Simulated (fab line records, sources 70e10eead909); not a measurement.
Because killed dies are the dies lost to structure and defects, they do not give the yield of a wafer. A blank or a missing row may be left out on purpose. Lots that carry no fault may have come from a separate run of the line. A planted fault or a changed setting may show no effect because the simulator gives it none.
Which tool is to blame? || flow nand_harc || Sampling: 14 lots, 42 wafers, 5 of 1159 route steps

== WHAT EACH GAUGE READ, for each wafer ==
NHARC_THIN_TSV_THK_MEAS_02: measures by ir. Usual: 3015 nm for thk_nm, sd 230.
{"lot": "L662", "measured": "day 19 04:08", "on": "film_metro-01", "thk_nm (nm)": "2930 2918 2874", "flag": ""}
{"lot": "L666", "measured": "day 19 22:11", "on": "film_metro-02", "thk_nm (nm)": "3242 3451 3450", "flag": ""}
{"lot": "L665", "measured": "day 19 20:58", "on": "film_metro-01", "thk_nm (nm)": "3076 2590 2719", "flag": ""}
{"lot": "L668", "measured": "day 20 15:52", "on": "film_metro-01", "thk_nm (nm)": "3221 3292 3460", "flag": ""}
{"lot": "L667", "measured": "day 20 09:04", "on": "film_metro-02", "thk_nm (nm)": "3033 2791 2845", "flag": ""}
{"lot": "L670", "measured": "day 20 21:33", "on": "film_metro-01", "thk_nm (nm)": "3330 3108 2908", "flag": ""}
{"lot": "L669", "measured": "day 20 20:19", "on": "film_metro-02", "thk_nm (nm)": "3098 3129 2926", "flag": ""}
{"lot": "L672", "measured": "day 21 11:03", "on": "film_metro-01", "thk_nm (nm)": "2937 2886 3131", "flag": ""}
{"lot": "L671", "measured": "day 21 21:13", "on": "film_metro-02", "thk_nm (nm)": "2806 2883 2940", "flag": ""}
{"lot": "L677", "measured": "day 23 03:41", "on": "film_metro-01", "thk_nm (nm)": "2866 3131", "flag": ""}
{"lot": "L679", "measured": "day 23 06:07", "on": "film_metro-02", "thk_nm (nm)": 2994, "flag": ""}
{"lot": "L681", "measured": "day 23 11:20", "on": "film_metro-01", "thk_nm (nm)": "2942 3051 3054", "flag": ""}
{"lot": "L683", "measured": "day 24 03:32", "on": "film_metro-01", "thk_nm (nm)": "3240 3153 3082", "flag": ""}
{"lot": "L682", "measured": "day 23 23:12", "on": "film_metro-02", "thk_nm (nm)": "2743 2930 2946", "flag": ""}

NHARC_END_SORT_01. Usual: killed_at_array 27, standard deviation 8.8; killed_at_other 0.4, standard deviation 0.82; killed_at_periphery 3.1, standard deviation 2.1; killed_dies 31, standard deviation 8.8; killed_open 3.3, standard deviation 2; killed_short 2.0, standard deviation 1.4.
{"lot": "L677", "measured": "day 23 18:00", "on": "prober-02", "killed_at_array": "26 24 676", "killed_at_other": "0 0 0", "killed_at_periphery": "5 2 1", "killed_dies": "31 26 677", "killed_open": "8 5 6", "killed_short": "0 1 1", "flag": "OFF"}
{"lot": "L679", "measured": "day 24 02:41", "on": "prober-01", "killed_at_array": "672 26 674", "killed_at_other": "0 0 0", "killed_at_periphery": "5 1 3", "killed_dies": "677 27 677", "killed_open": "4 6 2", "killed_short": "0 2 1", "flag": "OFF"}

== WHICH TOOL RAN EACH LOT (tool, then ch and the chambers of the sampled wafers, then the start) ==
{"lot": "L662", "NHARC_A_SGD_CUT_DEP_00": "pecvd-02 ch 0,1,2, day 13 15:59", "NHARC_A_BONDPAD_PRE_CLEAN_26": "pvd_sputter-03, day 19 04:08 or earlier", "NHARC_A_BONDPAD_PVD_17": "pvd_sputter-03, day 19 04:08 or earlier"}
{"lot": "L666", "NHARC_A_SGD_CUT_DEP_00": "pecvd-01 ch 1,2, day 14 22:25", "NHARC_A_BONDPAD_PRE_CLEAN_26": "pvd_sputter-03, day 19 22:11 or earlier", "NHARC_A_BONDPAD_PVD_17": "pvd_sputter-03, day 19 22:11 or earlier"}
{"lot": "L665", "NHARC_A_SGD_CUT_DEP_00": "pecvd-03 ch 0,1,2, day 14 22:38", "NHARC_A_BONDPAD_PRE_CLEAN_26": "pvd_sputter-02, day 19 20:58 or earlier", "NHARC_A_BONDPAD_PVD_17": "pvd_sputter-02, day 19 20:58 or earlier"}
{"lot": "L668", "NHARC_A_SGD_CUT_DEP_00": "pecvd-01 ch 0,1,2, day 15 08:37", "NHARC_A_BONDPAD_PRE_CLEAN_26": "pvd_sputter-01, day 20 15:52 or earlier", "NHARC_A_BONDPAD_PVD_17": "pvd_sputter-01, day 20 15:52 or earlier"}
{"lot": "L667", "NHARC_A_SGD_CUT_DEP_00": "pecvd-03 ch 0,2, day 15 09:10", "NHARC_A_BONDPAD_PRE_CLEAN_26": "pvd_sputter-01, day 20 09:04 or earlier", "NHARC_A_BONDPAD_PVD_17": "pvd_sputter-01, day 20 09:04 or earlier"}
{"lot": "L670", "NHARC_A_SGD_CUT_DEP_00": "pecvd-01 ch 0,1,2, day 16 06:37", "NHARC_A_BONDPAD_PRE_CLEAN_26": "pvd_sputter-01, day 20 21:33 or earlier", "NHARC_A_BONDPAD_PVD_17": "pvd_sputter-01, day 20 21:33 or earlier"}
{"lot": "L669", "NHARC_A_SGD_CUT_DEP_00": "pecvd-02 ch 0,1,2, day 16 07:08", "NHARC_A_BONDPAD_PRE_CLEAN_26": "pvd_sputter-02, day 20 20:19 or earlier", "NHARC_A_BONDPAD_PVD_17": "pvd_sputter-02, day 20 20:19 or earlier"}
{"lot": "L672", "NHARC_A_SGD_CUT_DEP_00": "pecvd-02 ch 1,2, day 16 14:41", "NHARC_A_BONDPAD_PRE_CLEAN_26": "pvd_sputter-03, day 21 11:03 or earlier", "NHARC_A_BONDPAD_PVD_17": "pvd_sputter-03, day 21 11:03 or earlier"}
{"lot": "L671", "NHARC_A_SGD_CUT_DEP_00": "pecvd-01 ch 0,1,2, day 16 16:40", "NHARC_A_BONDPAD_PRE_CLEAN_26": "pvd_sputter-03, day 21 21:13 or earlier", "NHARC_A_BONDPAD_PVD_17": "pvd_sputter-03, day 21 21:13 or earlier"}
{"lot": "L677", "NHARC_A_SGD_CUT_DEP_00": "pecvd-02 ch 0,2, day 18 05:31", "NHARC_A_BONDPAD_PRE_CLEAN_26": "pvd_sputter-03, day 23 03:41 or earlier", "NHARC_A_BONDPAD_PVD_17": "pvd_sputter-03, day 23 03:41 or earlier"}
{"lot": "L679", "NHARC_A_SGD_CUT_DEP_00": "pecvd-02 ch 0,1, day 18 14:55", "NHARC_A_BONDPAD_PRE_CLEAN_26": "pvd_sputter-03, day 23 06:07 or earlier", "NHARC_A_BONDPAD_PVD_17": "pvd_sputter-03, day 23 06:07 or earlier"}
{"lot": "L681", "NHARC_A_SGD_CUT_DEP_00": "pecvd-01 ch 0,1,2, day 19 03:42", "NHARC_A_BONDPAD_PRE_CLEAN_26": "pvd_sputter-03, day 23 11:20 or earlier", "NHARC_A_BONDPAD_PVD_17": "pvd_sputter-03, day 23 11:20 or earlier"}
{"lot": "L683", "NHARC_A_SGD_CUT_DEP_00": "pecvd-03 ch 0,1,2, day 19 03:50", "NHARC_A_BONDPAD_PRE_CLEAN_26": "pvd_sputter-01, day 24 03:32 or earlier", "NHARC_A_BONDPAD_PVD_17": "pvd_sputter-01, day 24 03:32 or earlier"}
{"lot": "L682", "NHARC_A_SGD_CUT_DEP_00": "pecvd-03 ch 0,1,2, day 19 05:16", "NHARC_A_BONDPAD_PRE_CLEAN_26": "pvd_sputter-02, day 23 23:12 or earlier", "NHARC_A_BONDPAD_PVD_17": "pvd_sputter-02, day 23 23:12 or earlier"}
- NHARC_A_SGD_CUT_DEP_00: deposits SiNx, target thk 50 nm.
- NHARC_A_BONDPAD_PRE_CLEAN_26: time 30 s.
- NHARC_A_BONDPAD_PVD_17: deposits TaN, target thk 5 nm, time 8.06 s.

== AS READ BY THE TOOLS THEMSELVES (means over the sampled wafers that have a number; for cases with no such wafer, the mark the record gives instead) ==
NHARC_A_SGD_CUT_DEP_00. Usual: 706 W for heater_power_w, sd 81.
{"lot": "L662", "tool": "pecvd-02", "heater_power_w (W)": 678, "flag": ""}
{"lot": "L666", "tool": "pecvd-01", "heater_power_w (W)": 784, "flag": ""}
{"lot": "L665", "tool": "pecvd-03", "heater_power_w (W)": 689, "flag": ""}
{"lot": "L668", "tool": "pecvd-01", "heater_power_w (W)": 743, "flag": ""}
{"lot": "L667", "tool": "pecvd-03", "heater_power_w (W)": 673, "flag": ""}
{"lot": "L670", "tool": "pecvd-01", "heater_power_w (W)": 763, "flag": ""}
{"lot": "L669", "tool": "pecvd-02", "heater_power_w (W)": 676, "flag": ""}
{"lot": "L672", "tool": "pecvd-02", "heater_power_w (W)": 591, "flag": ""}
{"lot": "L671", "tool": "pecvd-01", "heater_power_w (W)": 763, "flag": ""}
{"lot": "L677", "tool": "pecvd-02", "heater_power_w (W)": 633, "flag": ""}
{"lot": "L679", "tool": "pecvd-02", "heater_power_w (W)": 679, "flag": ""}
{"lot": "L681", "tool": "pecvd-01", "heater_power_w (W)": 767, "flag": ""}
{"lot": "L683", "tool": "pecvd-03", "heater_power_w (W)": 621, "flag": ""}
{"lot": "L682", "tool": "pecvd-03", "heater_power_w (W)": 684, "flag": ""}

NHARC_A_BONDPAD_PRE_CLEAN_26. Usual: 427 W for heater_power_w, sd 52.
{"lot": "L662", "tool": "pvd_sputter-03", "heater_power_w (W)": 426, "flag": ""}
{"lot": "L666", "tool": "pvd_sputter-03", "heater_power_w (W)": 447, "flag": ""}
{"lot": "L665", "tool": "pvd_sputter-02", "heater_power_w (W)": 415, "flag": ""}
{"lot": "L668", "tool": "pvd_sputter-01", "heater_power_w (W)": 434, "flag": ""}
{"lot": "L667", "tool": "pvd_sputter-01", "heater_power_w (W)": 431, "flag": ""}
{"lot": "L670", "tool": "pvd_sputter-01", "heater_power_w (W)": 401, "flag": ""}
{"lot": "L669", "tool": "pvd_sputter-02", "heater_power_w (W)": 425, "flag": ""}
{"lot": "L672", "tool": "pvd_sputter-03", "heater_power_w (W)": 439, "flag": ""}
{"lot": "L671", "tool": "pvd_sputter-03", "heater_power_w (W)": 452, "flag": ""}
{"lot": "L677", "tool": "pvd_sputter-03", "heater_power_w (W)": 394, "flag": ""}
{"lot": "L679", "tool": "pvd_sputter-03", "heater_power_w (W)": 467, "flag": ""}
{"lot": "L681", "tool": "pvd_sputter-03", "heater_power_w (W)": 435, "flag": ""}
{"lot": "L683", "tool": "pvd_sputter-01", "heater_power_w (W)": 375, "flag": ""}
{"lot": "L682", "tool": "pvd_sputter-02", "heater_power_w (W)": 427, "flag": ""}

NHARC_A_BONDPAD_PVD_17. Usual: 29.8 % for throttle_valve_pct, sd 0.67.
{"lot": "L662", "tool": "pvd_sputter-03", "throttle_valve_pct (%)": 29.8, "flag": ""}
{"lot": "L666", "tool": "pvd_sputter-03", "throttle_valve_pct (%)": 29.3, "flag": ""}
{"lot": "L665", "tool": "pvd_sputter-02", "throttle_valve_pct (%)": 30.5, "flag": ""}
{"lot": "L668", "tool": "pvd_sputter-01", "throttle_valve_pct (%)": 30.0, "flag": ""}
{"lot": "L667", "tool": "pvd_sputter-01", "throttle_valve_pct (%)": 29.9, "flag": ""}
{"lot": "L670", "tool": "pvd_sputter-01", "throttle_valve_pct (%)": 30.1, "flag": ""}
{"lot": "L669", "tool": "pvd_sputter-02", "throttle_valve_pct (%)": 30.3, "flag": ""}
{"lot": "L672", "tool": "pvd_sputter-03", "throttle_valve_pct (%)": 29.5, "flag": ""}
{"lot": "L671", "tool": "pvd_sputter-03", "throttle_valve_pct (%)": 29.0, "flag": ""}
{"lot": "L677", "tool": "pvd_sputter-03", "throttle_valve_pct (%)": 28.9, "flag": ""}
{"lot": "L679", "tool": "pvd_sputter-03", "throttle_valve_pct (%)": 28.5, "flag": ""}
{"lot": "L681", "tool": "pvd_sputter-03", "throttle_valve_pct (%)": 29.4, "flag": ""}
{"lot": "L683", "tool": "pvd_sputter-01", "throttle_valve_pct (%)": 30.0, "flag": ""}
{"lot": "L682", "tool": "pvd_sputter-02", "throttle_valve_pct (%)": 30.1, "flag": ""}

== THE ANSWER, worked out from the rows above alone ==
Rule: take the mean of a lot's wafers that have a number; if it is more than 3 standard deviations from the usual mean, the lot is off. A lot without any number at a reading at which 4 lots or more have one is off too. The other lots that the step has rows for count as sound. After the gauges, taken in route order, come the tools' own readings; for these a lot's mean is taken, as printed above. At the first step where some lot is off, the reading lying furthest off is the one used; lots without a number count as furthest.
Off, at NHARC_END_SORT_01 on killed_at_array: L677, L679. Neither off nor sound, because the step has no rows for them: L662, L666, L665, L668, L667, L670, L669, L672, L671, L681, L683, L682.
A tool fits if, at a process step before that reading, it ran every lot that is off, and no sound lot after the first of them. The gauges at NHARC_END_SORT_01 are tried like those tools. With no start given for some of its lots, NHARC_A_BONDPAD_PRE_CLEAN_26 uses the hours and lot order of NHARC_THIN_TSV_THK_MEAS_02. With no start given for some of its lots, NHARC_A_BONDPAD_PVD_17 uses the hours and lot order of NHARC_THIN_TSV_THK_MEAS_02. Undecided on this evidence; 2 tools fit (pecvd-02 at NHARC_A_SGD_CUT_DEP_00, pvd_sputter-03 at NHARC_A_BONDPAD_PRE_CLEAN_26 and NHARC_A_BONDPAD_PVD_17).

== WHAT THE SIMULATOR PUT IN ==
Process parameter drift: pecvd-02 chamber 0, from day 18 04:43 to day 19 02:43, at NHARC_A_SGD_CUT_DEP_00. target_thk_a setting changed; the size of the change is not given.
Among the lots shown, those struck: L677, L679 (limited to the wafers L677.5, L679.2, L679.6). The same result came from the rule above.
